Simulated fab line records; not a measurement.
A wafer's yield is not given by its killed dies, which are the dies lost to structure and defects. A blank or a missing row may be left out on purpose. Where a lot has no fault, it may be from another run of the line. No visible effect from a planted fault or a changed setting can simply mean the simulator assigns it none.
Which tool is to blame? :: flow nandHarc :: Sampling: 13 lots, 39 wafers, 5 of 1159 route steps

== WHAT THE GAUGES READ, wafer by wafer ==
NHARC_END_SORT_01.
lot: L689
measured: day 22 18:23
on: prober-01
killedAtArray: 18 674 13
killedAtOther: 0 1 3
killedAtPeriphery: 3 2 2
killedDies: 21 677 18
killedOpen: 2 8 2
killedShort: 4 0 0

lot: L690
measured: day 23 14:08
on: prober-02
killedAtArray: 38 673 42
killedAtOther: 0 0 0
killedAtPeriphery: 1 4 7
killedDies: 39 677 49
killedOpen: 2 1 9
killedShort: 0 1 2

lot: L694
measured: day 24 14:30
on: prober-02
killedAtArray: 47 674 32
killedAtOther: 0 2 2
killedAtPeriphery: 1 1 1
killedDies: 48 677 35
killedOpen: 3 3 2
killedShort: 1 2 3

== TOOL THAT RAN EACH LOT (tool first, then ch and the chambers of the sampled wafers, then the start) ==
lot: L675
NHARC_A_WL_FILL_STRIP_27: plasmaAsher-01 ch 0,1, day 15 15:06
NHARC_A_WL_FILL_ALD_10: aldHk-04 ch 0,1,3, day 15 20:20
NHARC_A_WL_FILL_ETCHBACK_16: rieDiel-11 ch 1,2,3, day 16 06:28 or earlier
NHARC_A_WL_FILL_ALD_19: aldMetal-04 ch 0,1,3, day 16 06:28

lot: L676
NHARC_A_WL_FILL_STRIP_27: plasmaAsher-01 ch 0,1, day 15 17:59
NHARC_A_WL_FILL_ALD_10: aldHk-02 ch 1,3, day 15 20:50
NHARC_A_WL_FILL_ETCHBACK_16: rieDiel-04 ch 0,2,3, day 16 06:34 or earlier
NHARC_A_WL_FILL_ALD_19: aldMetal-03 ch 1,2,3, day 16 06:34

lot: L677
NHARC_A_WL_FILL_STRIP_27: plasmaAsher-02 ch 0,1, day 15 18:03
NHARC_A_WL_FILL_ALD_10: aldHk-04 ch 2,3, day 16 03:03
NHARC_A_WL_FILL_ETCHBACK_16: rieDiel-04 ch 0,1,2, day 16 13:32 or earlier
NHARC_A_WL_FILL_ALD_19: aldMetal-03 ch 0,1,2, day 16 13:32

lot: L682
NHARC_A_WL_FILL_STRIP_27: plasmaAsher-01 ch 0,1, day 16 07:49
NHARC_A_WL_FILL_ALD_10: aldHk-02 ch 0,3, day 16 14:58
NHARC_A_WL_FILL_ETCHBACK_16: rieDiel-04 ch 0,1,2, day 16 23:24 or earlier
NHARC_A_WL_FILL_ALD_19: aldMetal-03 ch 0,1,2, day 16 23:24

lot: L685
NHARC_A_WL_FILL_STRIP_27: plasmaAsher-01 ch 0,1, day 17 22:16
NHARC_A_WL_FILL_ALD_10: aldHk-04 ch 0,2, day 18 04:16
NHARC_A_WL_FILL_ETCHBACK_16: rieDiel-10 ch 1,2, day 18 14:44 or earlier
NHARC_A_WL_FILL_ALD_19: aldMetal-02 ch 0,1, day 18 14:44

lot: L686
NHARC_A_WL_FILL_STRIP_27: plasmaAsher-01 ch 0,1, day 18 01:21
NHARC_A_WL_FILL_ALD_10: aldHk-03 ch 1,3, day 18 08:50
NHARC_A_WL_FILL_ETCHBACK_16: rieDiel-11 ch 0,1,3, day 18 17:37 or earlier
NHARC_A_WL_FILL_ALD_19: aldMetal-04 ch 0,1,2, day 18 17:37

lot: L687
NHARC_A_WL_FILL_STRIP_27: plasmaAsher-02 ch 0,1, day 18 01:22
NHARC_A_WL_FILL_ALD_10: aldHk-04 ch 2,3, day 18 07:53
NHARC_A_WL_FILL_ETCHBACK_16: rieDiel-11 ch 0,2,3, day 18 17:36 or earlier
NHARC_A_WL_FILL_ALD_19: aldMetal-02 ch 0,1, day 18 17:36

lot: L689
NHARC_A_WL_FILL_STRIP_27: plasmaAsher-02 ch 0,1, day 18 05:27
NHARC_A_WL_FILL_ALD_10: aldHk-04 ch 1,2,3, day 18 11:18
NHARC_A_WL_FILL_ETCHBACK_16: rieDiel-10 ch 0,1,3, day 18 21:05 or earlier
NHARC_A_WL_FILL_ALD_19: aldMetal-02 ch 1,2,3, day 18 21:05

lot: L690
NHARC_A_WL_FILL_STRIP_27: plasmaAsher-01 ch 0,1, day 18 15:47
NHARC_A_WL_FILL_ALD_10: aldHk-03 ch 0,3, day 19 01:31
NHARC_A_WL_FILL_ETCHBACK_16: rieDiel-04 ch 0,1,2, day 19 10:11 or earlier
NHARC_A_WL_FILL_ALD_19: aldMetal-02 ch 0,1,3, day 19 10:11

lot: L688
NHARC_A_WL_FILL_STRIP_27: plasmaAsher-02 ch 0,1, day 18 16:48
NHARC_A_WL_FILL_ALD_10: aldHk-04 ch 0,1,3, day 19 00:17
NHARC_A_WL_FILL_ETCHBACK_16: rieDiel-04 ch 1,2,3, day 19 10:09 or earlier
NHARC_A_WL_FILL_ALD_19: aldMetal-04 ch 0,2,3, day 19 10:09

lot: L694
NHARC_A_WL_FILL_STRIP_27: plasmaAsher-01 ch 0,1, day 19 18:25
NHARC_A_WL_FILL_ALD_10: aldHk-02 ch 0,1,2, day 19 23:53
NHARC_A_WL_FILL_ETCHBACK_16: rieDiel-11 ch 0,2, day 20 10:11 or earlier
NHARC_A_WL_FILL_ALD_19: aldMetal-02 ch 0,2, day 20 10:11

lot: L696
NHARC_A_WL_FILL_STRIP_27: plasmaAsher-02 ch 0,1, day 20 11:52
NHARC_A_WL_FILL_ALD_10: aldHk-02 ch 1,2,3, day 20 17:38
NHARC_A_WL_FILL_ETCHBACK_16: rieDiel-04 ch 0,1,2, day 21 03:37 or earlier
NHARC_A_WL_FILL_ALD_19: aldMetal-04 ch 1,2,3, day 21 03:37

lot: L697
NHARC_A_WL_FILL_STRIP_27: plasmaAsher-02 ch 0,1, day 20 23:43
NHARC_A_WL_FILL_ALD_10: aldHk-04 ch 0,1,2, day 21 08:31
NHARC_A_WL_FILL_ETCHBACK_16: rieDiel-04 ch 1,3, day 21 18:02 or earlier
NHARC_A_WL_FILL_ALD_19: aldMetal-03 ch 0,1,2, day 21 18:02
- NHARC_A_WL_FILL_STRIP_27: strips in N2/H2, time 20 s.
- NHARC_A_WL_FILL_ALD_10: deposits SiO2, target thk 50 nm, pulse time 10 s, ald cycles 500.
- NHARC_A_WL_FILL_ETCHBACK_16: etches the open film in C4F8/O2/Ar, target depth 88 nm, time 17.6 s.
- NHARC_A_WL_FILL_ALD_19: deposits TiN, target thk 2 nm, pulse time 3 s, ald cycles 100.

== WHAT THE TOOLS THEMSELVES READ (means of the sampled wafers that have a number; where no wafer has one, the mark that the record gives instead) ==
NHARC_A_WL_FILL_STRIP_27.
lot: L675
tool: plasmaAsher-01
drypumpMotorCurrentA (A): 5.7
heaterPowerW (W): 308

lot: L676
tool: plasmaAsher-01
drypumpMotorCurrentA (A): 5.7
heaterPowerW (W): 312

lot: L677
tool: plasmaAsher-02
drypumpMotorCurrentA (A): 5.7
heaterPowerW (W): 330

lot: L682
tool: plasmaAsher-01
drypumpMotorCurrentA (A): 5.4
heaterPowerW (W): 314

lot: L685
tool: plasmaAsher-01
drypumpMotorCurrentA (A): 5.7
heaterPowerW (W): 311

lot: L686
tool: plasmaAsher-01
drypumpMotorCurrentA (A): 5.4
heaterPowerW (W): 317

lot: L687
tool: plasmaAsher-02
drypumpMotorCurrentA (A): 6.0
heaterPowerW (W): 336

lot: L689
tool: plasmaAsher-02
drypumpMotorCurrentA (A): 5.7
heaterPowerW (W): 325

lot: L690
tool: plasmaAsher-01
drypumpMotorCurrentA (A): 5.7
heaterPowerW (W): 313

lot: L688
tool: plasmaAsher-02
drypumpMotorCurrentA (A): 5.7
heaterPowerW (W): 328

lot: L694
tool: plasmaAsher-01
drypumpMotorCurrentA (A): 5.7
heaterPowerW (W): 316

lot: L696
tool: plasmaAsher-02
drypumpMotorCurrentA (A): 6.0
heaterPowerW (W): 335

lot: L697
tool: plasmaAsher-02
drypumpMotorCurrentA (A): 5.7
heaterPowerW (W): 325

NHARC_A_WL_FILL_ALD_10.
lot: L675
tool: aldHk-04
heaterPowerW (W): 455
precursorPulseHeightRel: 0.996

lot: L676
tool: aldHk-02
heaterPowerW (W): 467
precursorPulseHeightRel: 0.997

lot: L677
tool: aldHk-04
heaterPowerW (W): 444
precursorPulseHeightRel: 0.998

lot: L682
tool: aldHk-02
heaterPowerW (W): 464
precursorPulseHeightRel: 0.997

lot: L685
tool: aldHk-04
heaterPowerW (W): 451
precursorPulseHeightRel: 1.011

lot: L686
tool: aldHk-03
heaterPowerW (W): 494
precursorPulseHeightRel: 1.012

lot: L687
tool: aldHk-04
heaterPowerW (W): 437
precursorPulseHeightRel: 0.999

lot: L689
tool: aldHk-04
heaterPowerW (W): 445
precursorPulseHeightRel: 1.006

lot: L690
tool: aldHk-03
heaterPowerW (W): 476
precursorPulseHeightRel: 1.002

lot: L688
tool: aldHk-04
heaterPowerW (W): 453
precursorPulseHeightRel: 1.004

lot: L694
tool: aldHk-02
heaterPowerW (W): 508
precursorPulseHeightRel: 0.980

lot: L696
tool: aldHk-02
heaterPowerW (W): 490
precursorPulseHeightRel: 1.019

lot: L697
tool: aldHk-04
heaterPowerW (W): 458
precursorPulseHeightRel: 0.989

NHARC_A_WL_FILL_ETCHBACK_16.
lot: L675
tool: rieDiel-11
oesProductAu (a.u.): 0.996
rfVppV (V): 723

lot: L676
tool: rieDiel-04
oesProductAu (a.u.): 0.999
rfVppV (V): 724

lot: L677
tool: rieDiel-04
oesProductAu (a.u.): 0.994
rfVppV (V): 723

lot: L682
tool: rieDiel-04
oesProductAu (a.u.): 1.009
rfVppV (V): 723

lot: L685
tool: rieDiel-10
oesProductAu (a.u.): 0.991
rfVppV (V): 730

lot: L686
tool: rieDiel-11
oesProductAu (a.u.): 1.009
rfVppV (V): 723

lot: L687
tool: rieDiel-11
oesProductAu (a.u.): 1.005
rfVppV (V): 722

lot: L689
tool: rieDiel-10
oesProductAu (a.u.): 1.006
rfVppV (V): 725

lot: L690
tool: rieDiel-04
oesProductAu (a.u.): 1.009
rfVppV (V): 724

lot: L688
tool: rieDiel-04
oesProductAu (a.u.): 0.999
rfVppV (V): 721

lot: L694
tool: rieDiel-11
oesProductAu (a.u.): 1.000
rfVppV (V): 717

lot: L696
tool: rieDiel-04
oesProductAu (a.u.): 0.997
rfVppV (V): 724

lot: L697
tool: rieDiel-04
oesProductAu (a.u.): 1.014
rfVppV (V): 720

NHARC_A_WL_FILL_ALD_19.
lot: L675
tool: aldMetal-04
heaterPowerW (W): 1092
precursorPulseHeightRel: 0.999

lot: L676
tool: aldMetal-03
heaterPowerW (W): 1062
precursorPulseHeightRel: 1.003

lot: L677
tool: aldMetal-03
heaterPowerW (W): 1051
precursorPulseHeightRel: 0.987

lot: L682
tool: aldMetal-03
heaterPowerW (W): 1056
precursorPulseHeightRel: 0.995

lot: L685
tool: aldMetal-02
heaterPowerW (W): 1042
precursorPulseHeightRel: 0.994

lot: L686
tool: aldMetal-04
heaterPowerW (W): 1107
precursorPulseHeightRel: 1.010

lot: L687
tool: aldMetal-02
heaterPowerW (W): 1053
precursorPulseHeightRel: 1.014

lot: L689
tool: aldMetal-02
heaterPowerW (W): 1055
precursorPulseHeightRel: 1.005

lot: L690
tool: aldMetal-02
heaterPowerW (W): 1042
precursorPulseHeightRel: 1.001

lot: L688
tool: aldMetal-04
heaterPowerW (W): 1115
precursorPulseHeightRel: 1.015

lot: L694
tool: aldMetal-02
heaterPowerW (W): 1069
precursorPulseHeightRel: 1.001

lot: L696
tool: aldMetal-04
heaterPowerW (W): 1035
precursorPulseHeightRel: 0.990

lot: L697
tool: aldMetal-03
heaterPowerW (W): 1060
precursorPulseHeightRel: 1.009

== THE ANSWER, worked out from the rows above alone ==
Rule: the usual values come from the lots themselves. The widest of any qualifying gaps counts: lots, ordered by their means at a reading, are off when they make up no more than a third of the lots, leave a main group of 4 or more, and stand apart from it by 3 or more times the standard deviation of that group's means. Not used: any main group whose means are identical at the precision the tables above print for the reading. A lot without any number at a reading at which 4 lots or more have one is off too. Any other lot the step has rows for is counted as sound. Order of review: gauges by route order, followed by the tools' own readings, for which a lot's mean as printed above is used. The first step at which some lot is off is used, and at that step the reading that is off furthest; a lot without a number counts as furthest.
No lot is off on any of the readings shown, so nothing can be concluded from this.

== WHAT HAD BEEN PUT IN BY THE SIMULATOR ==
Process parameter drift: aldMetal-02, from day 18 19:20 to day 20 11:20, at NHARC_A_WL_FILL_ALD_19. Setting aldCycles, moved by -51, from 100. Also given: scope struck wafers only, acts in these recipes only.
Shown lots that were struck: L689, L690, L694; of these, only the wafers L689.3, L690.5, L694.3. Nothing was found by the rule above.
